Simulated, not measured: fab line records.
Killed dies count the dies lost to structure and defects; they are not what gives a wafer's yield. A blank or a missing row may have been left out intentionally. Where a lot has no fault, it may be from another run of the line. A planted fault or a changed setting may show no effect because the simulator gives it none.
Chamber matching    flow nandHarc    NHARC_A_SLIT_ETCH_29 on rieDiel-05 has 4 sister chambers
The step etches the open film in CF4/O2, target depth 100 nm, overetch 10 nm, time 55 s. 4 wafers are shown with their chamber, then 10 later ones without.

## WAFERS WITH THEIR CHAMBER
wafer   chamber  drypumpMotorCurrentA (A)
L083.3  1        5.1
L083.5  3        5.8
L087.2  0        5.8
L087.4  2        5.4

## WAFERS WHOSE CHAMBER IS MISSING
wafer   drypumpMotorCurrentA (A)
L087.5  5.1
L090.1  5.8
L090.3  5.8
L090.6  5.8
L093.1  5.1
L093.3  5.8
L093.6  5.5
L097.1  5.4
L097.4  5.1
L097.6  5.1

## WHICH CHAMBER EACH WENT THROUGH
wafer   from the rows above      in truth
L087.5  1                        1
L090.1  can't be placed: 0 or 3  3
L090.3  can't be placed: 0 or 3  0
L090.6  can't be placed: 0 or 3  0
L093.1  1                        1
L093.3  can't be placed: 0 or 3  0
L093.6  2                        2
L097.1  2                        2
L097.4  1                        1
L097.6  1                        1
Correctly placed: 6 of 10. Not placeable from these rows: 4 (in 4, the candidates include the true chamber). 0 placed wrongly.
How it was worked out, from the rows above alone: a wafer's distance from a chamber is the root of the sum, over the readings, of the square of ((its reading less the chamber's mean) divided by the reading's scatter). If the next closest chamber is less than 2 further off than the closest, the wafer can't be placed; otherwise it belongs to the closest. For every chamber, the mean is computed from those of its wafers that are shown. The scatter: root of mean squared gap, hidden wafer to nearest shown wafer, with one shown wafer a chamber.
